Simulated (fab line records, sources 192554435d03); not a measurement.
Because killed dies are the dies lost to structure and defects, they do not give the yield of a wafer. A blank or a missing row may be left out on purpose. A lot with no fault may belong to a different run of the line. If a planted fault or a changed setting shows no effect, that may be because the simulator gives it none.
fab line records / flow n5-finfet
record lots=3 wafers=9 last-day=16
route steps=1938 shown BEOL_M15@1811 PASS1_DEP@1831 MIM_BOT@1832 MIM_TOP@1834 MIM_TOP_LITHO@1839 MIM_TOP_ETCH@1851 PASSIVATION@1936
lots with no fault: from the same line, run without faults
start-h: hours from the record's opening day to when the first of the lot's shown wafers began / wait-h: hours elapsed since this lot's preceding step / " unchanged from the row above / L1.1+2: a single row standing in for several wafers / - value missing, or start not given / * or withheld: withheld / < > ~ a bound
route shown NAME@n: a module of which the file shows steps, and the number in the route of the first / usual: mean/standard deviation of fault-free wafers / same: alike in all rows / chamber/n: place in a boat / sites: per-site readings / _std_site: their standard deviation / _edge_site: mean of outer sites minus mean of inner sites / radius-mm: for every site, how far away it sits from the centre of the wafer / mask NAME#n: copy n / behind: the tool/chamber that last shaped the wafer / hold: cause of the lot's hold/its duration in hours/its outcome / device: transistor that didn't switch, given as n, p or np / end of line: tests of these same wafers at the route's end / step lacking rows: just its recipe / killed: the dies lost at the first sort to structure and to defects; this is not the yield of the wafer / map: a wafer's dies, marking killed ones x, the rest . and places with no die _
set.NAME: setting as actually run; set.NAME@STEP: the setting as run at that earlier step / model.NAME: the simulator's own value behind a step, which no gauge read
lots seen at some steps along the route; tables by step, rows by wafer
services: when a tool's chamber went out of use (start-h, in hours from the record's first day, below 0 if earlier), for how many hours, and the reason
## steps
# step N5_BEOL_M15_STRIP_36
# recipe chemistry=O2 power-w=600 temp-c=60 pressure-mtorr=30 rf-frequency-hz=6e+07 bias-power-w=0 overash-fraction=0.3 o2-flow-sccm=225
# step N5_BEOL_M15_STRIP_62
# recipe chemistry=O2 power-w=600 temp-c=60 pressure-mtorr=30 rf-frequency-hz=6e+07 bias-power-w=0 overash-fraction=0.3 o2-flow-sccm=225
# step N5_BEOL_M15_STRIP_37
# recipe chemistry=O2 power-w=600 temp-c=60 pressure-mtorr=30 rf-frequency-hz=6e+07 bias-power-w=0 overash-fraction=0.3 o2-flow-sccm=225
# step N5_BEOL_M15_ETCH_38
# recipe chemistry=CF4/N2 target=SiCN target-depth-a=1064 taper-deg=2 time-s=120.5 ion-energy-ev=150 mask-material=SiO2 pressure-mtorr=40 source-w=430 bias-w=70 Ar_flow_sccm=100 cf4-flow-sccm=60 n2-flow-sccm=60
# step N5_BEOL_M15_PRECLEAN_39
# recipe chemistry=residue-remover time-s=60 temp-c=40
# step N5_BEOL_M15_SRD_40
# recipe time-s=30 temp-c=23 rinse-liquid=diw dry=n2-spin spin-rpm=1500 dry-time-s=30
# step N5_BEOL_M15_DEGAS_41
# recipe ambient=vacuum temp-c=300 time-s=60
# step N5_BEOL_M15_PRE_CLEAN_42
# recipe gas=H2/He time-s=30 temp-c=300
# step N5_BEOL_M15_SPUTTER_43
# recipe material=TaN target-thk-a=150 temp-c=50 bias-v=168.6 power-w=15000 chamber-pressure-pa=0.12 time-s=24.19
# step N5_BEOL_M15_SPUTTER_44
# recipe material=Ta target-thk-a=150 temp-c=50 bias-v=80 power-w=15000 chamber-pressure-pa=0.07 time-s=24.19
# step N5_BEOL_M15_SPUTTER_45
# recipe material=Cu target-thk-a=1000 temp-c=-20 bias-v=60 power-w=26000 chamber-pressure-pa=0.13 time-s=16.67
# step N5_BEOL_M15_ECD_47
# recipe material=Cu target-thk-a=18600
lot.wafer=L285.1+4+5 tool=ecd-cu-02 chamber=0,0,1 start-h=271.66 wait-h=0.1
lot.wafer=L286.1+4+5 tool=ecd-cu-01 chamber=0,1,1 start-h=279.34 wait-h=0.1
lot.wafer=L299.1+2+4 tool=ecd-cu-01 chamber=1,0,1 start-h=371.91 wait-h=0.1
# step N5_BEOL_M15_ANNEAL_48
# recipe temp-c=225 time-s=90 ambient=N2
# step N5_BEOL_M15_CMP_49
# recipe stop-on=SiO2 t-overpolish-s=4.9 down-force-psi=2 platen-rpm=80 clearing-platen-down-force-psi=2 clearing-platen-rpm=80 post-cmp-clean=cu-alkaline target-thk-nm=850 clearing-platen-pad-velocity-m-s=1.5917 pad-velocity-m-s=1.5917
# step N5_BEOL_M15_PRE_CLEAN_52
# recipe gas=NH3 time-s=15 temp-c=withheld rf-power-w=300
# step N5_BEOL_M15_DEP_53
# recipe material=SiCN target-thk-a=500 temp-c=withheld precursor=3MS/NH3 pressure-torr=3 rf-w=675 time-s=17.8
# step N5_PASSIVATION_PECVD_00
# recipe material=SiO2 target-thk-a=2000 temp-c=400 precursor=SiH4/N2O pressure-torr=2.7 rf-w=608 time-s=11.2
# step N5_MIM_BOT_DEGAS_01
# recipe ambient=vacuum temp-c=300 time-s=60
# step N5_MIM_BOT_SPUTTER_00
# recipe material=TiN target-thk-a=350 temp-c=200 power-w=3000 chamber-pressure-pa=0.49996 gas=Ar reactive-partial-pa=0.37997 time-s=89.7
# step N5_MIM_TOP_ALD_00
# recipe material=Al2O3 target-thk-a=* temp-c=withheld ald-precursor-family=TMA ald-co-reactant=O3 pulse-time-s=withheld purge-time-s=3 co-reactant-purge-time-s=withheld co-reactant-pulse-time-s=3 ald-cycles=withheld
# step N5_MIM_TOP_ALD_01
# recipe material=HfO2 target-thk-a=56 temp-c=withheld ald-precursor-family=Hf-amide ald-co-reactant=O3 pulse-time-s=1 purge-time-s=3 co-reactant-purge-time-s=2 co-reactant-pulse-time-s=3 ald-cycles=62
# step N5_MIM_TOP_ALD_02
# recipe material=Al2O3 target-thk-a=* temp-c=withheld ald-precursor-family=TMA ald-co-reactant=O3 pulse-time-s=withheld purge-time-s=3 co-reactant-purge-time-s=withheld co-reactant-pulse-time-s=3 ald-cycles=withheld
# step N5_MIM_TOP_DEGAS_04
# recipe ambient=vacuum temp-c=300 time-s=60
# step N5_MIM_TOP_SPUTTER_03
# recipe material=TiN target-thk-a=350 temp-c=200 power-w=3000 chamber-pressure-pa=0.49996 gas=Ar reactive-partial-pa=0.37997 time-s=89.7
# step N5_MIM_TOP_LITHO_HMDS_01
# recipe time-s=60 temp-c=120
# step N5_MIM_TOP_LITHO_COAT_02
# recipe spin-rpm=* resist-thk-nm=*
# step N5_MIM_TOP_LITHO_EBR_04
# recipe solvent=PGMEA ebr-width-mm=1.5
# step N5_MIM_TOP_LITHO_SOFTBAKE_03
# recipe temp-c=100 time-s=90
# step N5_MIM_TOP_LITHO_EXPOSE_05
# recipe mask-id=MIM_TOP na=0.55 source-shape=conventional sigma-outer=0.8 polarization=unpolarized target-cd-nm=2000 dose-mj=20.5
# step N5_MIM_TOP_LITHO_PEB_06
# recipe peb-temp-c=withheld peb-time-s=*
# step N5_MIM_TOP_LITHO_DEVELOP_07
# recipe develop-time-s=60 rinse-liquid=diw dry=air-spin dev-temp-c=21
# step N5_MIM_TOP_LITHO_HARDBAKE_09
# recipe temp-c=130 time-s=120
# step N5_MIM_TOP_LITHO_DESCUM_10
# recipe chemistry=O2 time-s=7.9 source-power-w=50 bias-power-w=20 pressure-mtorr=20 rf-frequency-hz=2.712e+07 temp-c=40 o2-flow-sccm=225
# step N5_MIM_TOP_ETCH_ETCH_00
# recipe chemistry=Cl2/BCl3 target=TiN target-depth-a=385 ion-energy-ev=150 pressure-mtorr=10 icp-w=1000 bias-w=126 Cl2_flow_sccm=53.25 bcl3-flow-sccm=21.75 Ar_flow_sccm=25
# step N5_PASSIVATION_PROBE_49
# usual defect-limited-yield=91.3/1.7 killed_at_M0_to_M3=33/11 killed_at_M4_up=14/5.5 killed-at-contacts=13/6.5 killed-at-front-end=39/13 killed-at-other=3.4/2.9 killed-dies=103/20 killed-on-rim=14/4.3 killed-open=69/15 killed-short=32/8.1 sort_bin_5_function=5.1/1.1 sort_bin_6_memory=3.3/0.74 sort-n-pass=1077/20 sort-yield-pct=91.3/1.7
# same gross-dies=1180 killed-at-back-side=0 sort_bin_4_leakage[%]=0 sort_bin_8_speed[%]=0
lot.wafer=L299.1 tool=prober-01 chamber=- start-h=390.75 wait-h=0.0 defect-limited-yield[%]=93.7 killed_at_M0_to_M3=13 killed_at_M4_up=12 killed-at-contacts=6 killed-at-front-end=38 killed-at-other=5 killed-dies=74 killed-on-rim=14 killed-open=39 killed-short=34 sort_bin_5_function[%]=3.5 sort_bin_6_memory[%]=2.4 sort-n-pass=1106 sort-yield-pct[%]=93.7
lot.wafer=L299.2 tool=prober-01 chamber=- start-h=390.80 wait-h=0.1 defect-limited-yield[%]=43.1 killed_at_M0_to_M3=15 killed_at_M4_up=597 killed-at-contacts=14 killed-at-front-end=43 killed-at-other=3 killed-dies=672 killed-on-rim=94 killed-open=54 killed-short=30 sort_bin_5_function[%]=36.9 sort_bin_6_memory[%]=16.4 sort-n-pass=508 sort-yield-pct[%]=43.1
lot.wafer=L299.4 tool=prober-01 chamber=- start-h=390.90 wait-h=0.2 defect-limited-yield[%]=92.3 killed_at_M0_to_M3=30 killed_at_M4_up=19 killed-at-contacts=4 killed-at-front-end=34 killed-at-other=4 killed-dies=91 killed-on-rim=12 killed-open=60 killed-short=23 sort_bin_5_function[%]=4.2 sort_bin_6_memory[%]=3.1 sort-n-pass=1089 sort-yield-pct[%]=92.3
# killed by level:class
L299.1 FIN_SAQP:geometric-particle:short=10 STI_FIN_REVEAL:geometric-particle:open=7 BEOL_M0_SAQP:geometric-particle:open=5 ILD0:geometric-particle:short=4 FIN_CUT:geometric-particle:short=4 BEOL_M4:geometric-particle:open=4 MOL_CONTACT_COAG:geometric-particle:open=4 BEOL_M4:geometric-particle:short=3
L299.2 BEOL_M15:unspecified=586 STI_FIN_REVEAL:geometric-particle:open=12 MOL_CONTACT_COAG:geometric-particle:open=12 FIN_SAQP:geometric-particle:short=10 FIN_SAQP:geometric-particle:open=5 GATE_CUT:geometric-particle:short=4 BEOL_M2:geometric-particle:open=4 DUMMY_GATE:geometric-particle:open=3
L299.4 DUMMY_GATE:geometric-particle:open=10 BEOL_M4:geometric-particle:open=7 BEOL_M1:geometric-particle:open=7 BEOL_M3:geometric-particle:open=7 FIN_SAQP:geometric-particle:open=5 GATE_CUT:geometric-particle:short=5 BEOL_M0:geometric-particle:open=5 BEOL_M14:coat-microbubble-printed=5
# map L299.2 (x killed, . not)
_________________x....xx.xxxx________________
______________xxxx..xxxxx.xx...x_____________
___________..xx.xx.x..xxxx.x.xxx.x.__________
__________x.xxx.x...x...x.xx..x..xxx_________
________x.x.xx.x....x.xxx.x.xx.......x_______
_______x...x.x..xxxx..xxxx.xx.xx..xx.xx______
______..x....xxxx..xx.xx.xx.x....xx....._____
_____xx.xx...xxxxxxx.x.x.xx.x.....x.x.xxx____
____.x.x.x.xxx.x.x.xxx..xx..xxxxxxxxx.xxxx___
___...x.x.......xx.x..xx...xxxxxxxxx.xx.xxx__
___xxxxx.xxxxx.xxxxxxx.x.xx.x...x...xx.xxx.__
__xxx.x.x.xx.x...xxxx.xx..xxxx...xxx..x.xx.._
__x.xxx.x....x.xxxxx.x..xxxxx..xxx..x....xxx_
_x.xxxxxx.xxxxxx.x..xx.x.xx..x.x.xxx.x..xxxx.
_.xx....x.x.x..xx.xx..x..x...x.xx...x.xx.x.x.
_x.x.x.xx..xxxxx..xx.xx.x.x.xxxxxx..xxxx.xxxx
_x.xxx..x...xxxxx...xx.x..x.x..xx...x....x.xx
_.xx......xx...xx.xxxxxx.xx...xxxxx.x.....x..
_x.x.x.x.x.x..xxxxx.xx.xxx..xxx.xx...x.x.x.xx
_x.x.x.xx.xx.....xx..x...xx.xxxx...xxxxxx.xx.
_xxx..xx...xx...x.xxx..x.xx...xxxxx.x....x..x
__.xx..x......xx.xxxxxxx.xxxx..x.xxx...x.xx._
__....x.xxxxxxxx.x.xxx.xx.xx..xx...xxx..x.x._
___.x.xxx.xx...xxxxxxxxx.xx.xx....x..x...xx__
___xxx...x.xxx..xx..x.xxx.xxxxxx.x..xxx..xx__
____xx.x.x.x..xx..xxxxxx..xx.xx..xx..xxx.x___
_____xxxxxxx....xxx..xx.x..xxxx..xx..x.xx____
______.xxxxx.x..xxxxx.x..xxxxx..x...xxx._____
_______xxx.xxxxx.xxx.xxxxx..x....x..xxx______
________.xx.xx..xx..xxx.x...xxxx.xx.x._______
__________..xx.x..x.xx..xxxx..x..xx._________
___________xxxx..xx.x.xx....xxxxxxx__________
______________..x...x..xxxx..x.x_____________
_________________x.xxxxx..xxx________________
# map L286.1 (x killed, . not)
_________________x..x..x...x.________________
______________.......x...x.....x_____________
___________.x..........x........x..__________
__________..x.......x.....x........._________
________.............................._______
_______.x...x..............x...........______
______x.x....x........x.x.......x......x_____
_____......x................x..x.........____
____..x...x.x....x.xx....x.x..............___
___x..................x........x...........__
___.x........x..............x..............__
__..x............x......x..................._
__.......x..................x....xx........._
_..x.................x...x..x..............x.
_.x.x..x..x........x..x.x...............x....
_..............x.............x...............
_.......................................x....
_.......xx...........x......................x
_.......................x......x.....x..x...x
_.xxx.......x.....x...xxxx.........x....x....
_....x.......x....x..x.x.x.x...xx..x.........
__........x................x...x...........x_
__....x.....xx..x...x...x..................._
___.........x......x.........x.x...........__
___......x...............xxx...x.x.......x.__
____.....................x..........x.....___
_____................x.xx....x...........____
______............x....................._____
_______.x........x.....................______
________.............................._______
__________..........x.x..x.x........_________
___________...............x........__________
______________.......x.........._____________
_________________.......x..x.________________
## services
tool=ecd-cu-01 chamber=- start-h=269.47 hours=0.6 kind=repair
tool=ecd-cu-01 chamber=- start-h=318.18 hours=9.1 kind=pm
tool=ecd-cu-02 chamber=- start-h=340.15 hours=5.4 kind=pm
## key
first-sign step=N5_PASSIVATION_PROBE_49 reading=killed_at_M4_up direction=up sigmas=99+ usual=14 struck=597
effect step=N5_PASSIVATION_PROBE_49 reading=defect-limited-yield direction=down sigmas=28 usual=91.3 struck=43.1
more-kills-born-at N5_BEOL_M15_ECD_47@ecd-cu-01=586
met-at N5_BEOL_M15_ECD_47
struck-wafers L299.2
onset-between 279.34 371.91
fault kind=chamber-particle-source tool=ecd-cu-01 chamber=0 onset-h=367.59 steps=N5_BEOL_M15_ECD_47 rate-per-visit-cm2=1.318 end-h=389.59
